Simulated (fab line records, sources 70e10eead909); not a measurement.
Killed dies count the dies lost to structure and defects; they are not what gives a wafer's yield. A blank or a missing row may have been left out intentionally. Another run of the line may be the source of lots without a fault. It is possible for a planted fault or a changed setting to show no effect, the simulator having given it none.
Which tool is to blame? :: flow nand harc :: 24 lots with 72 wafers sampled at 3 steps, on a route of 1159 steps

## WHAT EACH GAUGE READ, for each wafer
NHARC_A_BLC_CD_MEAS_19.
lot: L075
measured: day 17 13:16
on: cd sem-02
cd nm (nm): 103.7 101.4 99.8

lot: L076
measured: day 17 14:11
on: cd sem-03
cd nm (nm): 102.5 103.3 102.5

lot: L074
measured: day 18 00:01
on: cd sem-02
cd nm (nm): 102.0 106.8 103.7

lot: L079
measured: day 18 09:15
on: cd sem-03
cd nm (nm): 99.0 97.4 103.7

lot: L080
measured: day 18 14:58
on: cd sem-02
cd nm (nm): 101.1 100.4 100.8

lot: L077
measured: day 18 20:38
on: cd sem-01
cd nm (nm): 98.6 99.2 99.7

lot: L078
measured: day 19 05:38
on: cd sem-02
cd nm (nm): 100.9 101.7 101.0

lot: L081
measured: day 19 07:57
on: cd sem-03
cd nm (nm): 101.4 100.6 104.6

lot: L083
measured: day 19 17:31
on: cd sem-02
cd nm (nm): 102.2 98.1 101.4

lot: L082
measured: day 19 18:28
on: cd sem-01
cd nm (nm): 101.6 99.0 98.9

lot: L084
measured: day 20 03:23
on: cd sem-03
cd nm (nm): 101.9 102.3 99.4

lot: L088
measured: day 20 11:26
on: cd sem-02
cd nm (nm): 95.7 101.0 94.2

lot: L085
measured: day 20 11:37
on: cd sem-01
cd nm (nm): 103.3 99.7 100.4

lot: L086
measured: day 20 21:13
on: cd sem-01
cd nm (nm): 99.4 101.5 100.3

lot: L090
measured: day 21 11:52
on: cd sem-03
cd nm (nm): 104.8 100.3 101.4

lot: L087
measured: day 21 13:28
on: cd sem-03
cd nm (nm): 102.6 101.9 104.2

lot: L089
measured: day 21 21:43
on: cd sem-02
cd nm (nm): 101.1 97.4 94.1

lot: L091
measured: day 22 04:53
on: cd sem-03
cd nm (nm): 93.9 101.4 99.3

lot: L093
measured: day 22 06:02
on: cd sem-03
cd nm (nm): 100.5 100.7 96.9

lot: L094
measured: day 22 06:38
on: cd sem-03
cd nm (nm): 101.1 98.3 102.4

lot: L092
measured: day 22 07:16
on: cd sem-02
cd nm (nm): 98.0 96.4 99.8

lot: L095
measured: day 22 11:34
on: cd sem-03
cd nm (nm): 99.3 101.1 101.8

lot: L096
measured: day 23 00:07
on: cd sem-01
cd nm (nm): 98.6 100.8 99.7

lot: L097
measured: day 23 10:24
on: cd sem-01
cd nm (nm): 101.5 98.5 100.3

NHARC_A_M0_INSPECT_11.
lot: L075
measured: day 17 23:47
on: defect inspect-02
raw defect count: 18 18 26

lot: L076
measured: day 18 00:05
on: defect inspect-01
raw defect count: 31 34 33

lot: L074
measured: day 18 03:53
on: defect inspect-02
raw defect count: 17 10 16

lot: L079
measured: day 18 14:32
on: defect inspect-02
raw defect count: 6 6 12

lot: L080
measured: day 18 18:33
on: defect inspect-02
raw defect count: 39 26 32

lot: L077
measured: day 19 04:16
on: defect inspect-02
raw defect count: 21 24 27

lot: L078
measured: day 19 08:40
on: defect inspect-02
raw defect count: 21 28 14

lot: L081
measured: day 19 10:57
on: defect inspect-01
raw defect count: 28 30 37

lot: L083
measured: day 19 21:19
on: defect inspect-02
raw defect count: 17 12 20

lot: L082
measured: day 20 01:47
on: defect inspect-02
raw defect count: 41 39 34

lot: L084
measured: day 20 11:16
on: defect inspect-01
raw defect count: 18 16 14

lot: L088
measured: day 20 15:00
on: defect inspect-02
raw defect count: 59 57 59

lot: L085
measured: day 20 15:19
on: defect inspect-02
raw defect count: 39 26 42

lot: L086
measured: day 21 02:40
on: defect inspect-01
raw defect count: 34 37 31

lot: L090
measured: day 22 03:38
on: defect inspect-01
raw defect count: 38 29 33

lot: L087
measured: day 22 04:05
on: defect inspect-01
raw defect count: 62 61 45

lot: L089
measured: day 22 05:13
on: defect inspect-02
raw defect count: 17 14 13

lot: L091
measured: day 22 08:17
on: defect inspect-02
raw defect count: 40 28 40

lot: L093
measured: day 22 09:07
on: defect inspect-01
raw defect count: 51 50 63

lot: L094
measured: day 22 09:36
on: defect inspect-02
raw defect count: 64 68 58

lot: L092
measured: day 22 10:26
on: defect inspect-02
raw defect count: 12 21 14

lot: L095
measured: day 22 15:01
on: defect inspect-02
raw defect count: 50 30 29

lot: L096
measured: day 23 07:06
on: defect inspect-01
raw defect count: 48 49 45

lot: L097
measured: day 23 13:28
on: defect inspect-02
raw defect count: 31 34 37

## WHICH TOOL RAN EACH LOT (tool, then ch and the chambers of the sampled wafers, then the start)
lot: L075
NHARC_A_BLC_STRIP_29: rie diel-05 ch 2,3, day 17 13:20

lot: L076
NHARC_A_BLC_STRIP_29: rie diel-06 ch 0,2,3, day 17 14:17

lot: L074
NHARC_A_BLC_STRIP_29: rie diel-06 ch 1,3, day 18 00:05

lot: L079
NHARC_A_BLC_STRIP_29: rie diel-11 ch 1,2,3, day 18 09:20

lot: L080
NHARC_A_BLC_STRIP_29: rie diel-11 ch 0,1, day 18 15:02

lot: L077
NHARC_A_BLC_STRIP_29: rie diel-11 ch 0,1,3, day 18 20:44

lot: L078
NHARC_A_BLC_STRIP_29: rie diel-11 ch 1,2,3, day 19 05:43

lot: L081
NHARC_A_BLC_STRIP_29: rie diel-05 ch 0,1,2, day 19 08:02

lot: L083
NHARC_A_BLC_STRIP_29: rie diel-05 ch 0,1, day 19 17:37

lot: L082
NHARC_A_BLC_STRIP_29: rie diel-05 ch 0,1,3, day 19 18:33

lot: L084
NHARC_A_BLC_STRIP_29: rie diel-06 ch 0,2, day 20 03:28

lot: L088
NHARC_A_BLC_STRIP_29: rie diel-06 ch 1,2, day 20 11:29

lot: L085
NHARC_A_BLC_STRIP_29: rie diel-11 ch 1,2, day 20 11:43

lot: L086
NHARC_A_BLC_STRIP_29: rie diel-06 ch 1,3, day 20 21:17

lot: L090
NHARC_A_BLC_STRIP_29: rie diel-06 ch 0,1,3, day 21 11:56

lot: L087
NHARC_A_BLC_STRIP_29: rie diel-05 ch 0,1,2, day 21 13:34

lot: L089
NHARC_A_BLC_STRIP_29: rie diel-06 ch 1,3, day 21 21:48

lot: L091
NHARC_A_BLC_STRIP_29: rie diel-05 ch 1,2, day 22 04:57

lot: L093
NHARC_A_BLC_STRIP_29: rie diel-06 ch 0,2,3, day 22 06:08

lot: L094
NHARC_A_BLC_STRIP_29: rie diel-05 ch 0,1,3, day 22 06:44

lot: L092
NHARC_A_BLC_STRIP_29: rie diel-05 ch 0,2,3, day 22 07:20

lot: L095
NHARC_A_BLC_STRIP_29: rie diel-05 ch 0,1,3, day 22 11:40

lot: L096
NHARC_A_BLC_STRIP_29: rie diel-06 ch 0,1,2, day 23 00:11

lot: L097
NHARC_A_BLC_STRIP_29: rie diel-05 ch 0,1,2, day 23 10:29
- NHARC_A_BLC_STRIP_29: strips in CF4.

## WHAT THE TOOLS THEMSELVES READ (means of the sampled wafers that have a number; where no wafer has one, the mark that the record gives instead)
NHARC_A_BLC_STRIP_29.
lot: L075
tool: rie diel-05
drypump motor current A (A): 5.8
oes product au (a.u.): 1.007
rf vpp V (V): 58.0
showerhead plenum p Torr (Torr): 1.74
throttle valve pct (%): 13.281

lot: L076
tool: rie diel-06
drypump motor current A (A): 6.2
oes product au (a.u.): 0.996
rf vpp V (V): 60.8
showerhead plenum p Torr (Torr): 1.83
throttle valve pct (%): 13.282

lot: L074
tool: rie diel-06
drypump motor current A (A): 6.4
oes product au (a.u.): 1.002
rf vpp V (V): 58.9
showerhead plenum p Torr (Torr): 1.77
throttle valve pct (%): 13.281

lot: L079
tool: rie diel-11
drypump motor current A (A): 5.6
oes product au (a.u.): 1.002
rf vpp V (V): 59.0
showerhead plenum p Torr (Torr): 1.79
throttle valve pct (%): 13.283

lot: L080
tool: rie diel-11
drypump motor current A (A): 6.0
oes product au (a.u.): 1.010
rf vpp V (V): 59.6
showerhead plenum p Torr (Torr): 1.77
throttle valve pct (%): 13.278

lot: L077
tool: rie diel-11
drypump motor current A (A): 5.8
oes product au (a.u.): 1.002
rf vpp V (V): 59.0
showerhead plenum p Torr (Torr): 1.77
throttle valve pct (%): 13.287

lot: L078
tool: rie diel-11
drypump motor current A (A): 5.6
oes product au (a.u.): 0.993
rf vpp V (V): 58.9
showerhead plenum p Torr (Torr): 1.79
throttle valve pct (%): 13.280

lot: L081
tool: rie diel-05
drypump motor current A (A): 5.2
oes product au (a.u.): 1.007
rf vpp V (V): 59.1
showerhead plenum p Torr (Torr): 1.73
throttle valve pct (%): 13.282

lot: L083
tool: rie diel-05
drypump motor current A (A): 5.2
oes product au (a.u.): 1.003
rf vpp V (V): 59.1
showerhead plenum p Torr (Torr): 1.73
throttle valve pct (%): 13.287

lot: L082
tool: rie diel-05
drypump motor current A (A): 5.8
oes product au (a.u.): 0.998
rf vpp V (V): 59.2
showerhead plenum p Torr (Torr): 1.76
throttle valve pct (%): 13.285

lot: L084
tool: rie diel-06
drypump motor current A (A): 6.2
oes product au (a.u.): 0.991
rf vpp V (V): 60.2
showerhead plenum p Torr (Torr): 1.83
throttle valve pct (%): 13.291

lot: L088
tool: rie diel-06
drypump motor current A (A): 6.0
oes product au (a.u.): 1.003
rf vpp V (V): 59.1
showerhead plenum p Torr (Torr): 1.73
throttle valve pct (%): 13.289

lot: L085
tool: rie diel-11
drypump motor current A (A): 5.5
oes product au (a.u.): 0.999
rf vpp V (V): 60.3
showerhead plenum p Torr (Torr): 1.80
throttle valve pct (%): 13.287

lot: L086
tool: rie diel-06
drypump motor current A (A): 6.4
oes product au (a.u.): 1.001
rf vpp V (V): 59.2
showerhead plenum p Torr (Torr): 1.77
throttle valve pct (%): 13.277

lot: L090
tool: rie diel-06
drypump motor current A (A): 6.4
oes product au (a.u.): 0.995
rf vpp V (V): 58.7
showerhead plenum p Torr (Torr): 1.78
throttle valve pct (%): 13.281

lot: L087
tool: rie diel-05
drypump motor current A (A): 5.3
oes product au (a.u.): 1.008
rf vpp V (V): 59.6
showerhead plenum p Torr (Torr): 1.73
throttle valve pct (%): 13.287

lot: L089
tool: rie diel-06
drypump motor current A (A): 6.4
oes product au (a.u.): 1.007
rf vpp V (V): 59.6
showerhead plenum p Torr (Torr): 1.73
throttle valve pct (%): 13.285

lot: L091
tool: rie diel-05
drypump motor current A (A): 5.3
oes product au (a.u.): 1.003
rf vpp V (V): 58.4
showerhead plenum p Torr (Torr): 1.73
throttle valve pct (%): 13.280

lot: L093
tool: rie diel-06
drypump motor current A (A): 6.2
oes product au (a.u.): 0.997
rf vpp V (V): 59.3
showerhead plenum p Torr (Torr): 1.83
throttle valve pct (%): 13.289

lot: L094
tool: rie diel-05
drypump motor current A (A): 5.8
oes product au (a.u.): 0.997
rf vpp V (V): 60.0
showerhead plenum p Torr (Torr): 1.76
throttle valve pct (%): 13.284

lot: L092
tool: rie diel-05
drypump motor current A (A): 5.3
oes product au (a.u.): 0.992
rf vpp V (V): 59.1
showerhead plenum p Torr (Torr): 1.71
throttle valve pct (%): 13.282

lot: L095
tool: rie diel-05
drypump motor current A (A): 5.8
oes product au (a.u.): 1.002
rf vpp V (V): 59.1
showerhead plenum p Torr (Torr): 1.76
throttle valve pct (%): 13.280

lot: L096
tool: rie diel-06
drypump motor current A (A): 6.1
oes product au (a.u.): 0.993
rf vpp V (V): 59.1
showerhead plenum p Torr (Torr): 1.78
throttle valve pct (%): 13.290

lot: L097
tool: rie diel-05
drypump motor current A (A): 5.3
oes product au (a.u.): 0.994
rf vpp V (V): 58.9
showerhead plenum p Torr (Torr): 1.73
throttle valve pct (%): 13.290

## THE ANSWER, worked out from the rows above alone
Rule: what is usual is taken from the lots themselves. The widest of any qualifying gaps counts: lots, ordered by their means at a reading, are off when they make up no more than a third of the lots, leave a main group of 4 or more, and stand apart from it by 3 or more times the standard deviation of that group's means. A main group is skipped when, at the precision printed for the reading in the tables above, its means are all equal. A lot without any number at a reading at which 4 lots or more have one is off too. The other lots that the step has rows for count as sound. After the gauges, taken in route order, come the tools' own readings; for these a lot's mean is taken, as printed above. The first step at which some lot is off is used, and at that step the reading that is off furthest; a lot without a number counts as furthest.
None of the lots is off at any reading shown; this tells nothing.

## WHAT THE SIMULATOR HAD PUT IN
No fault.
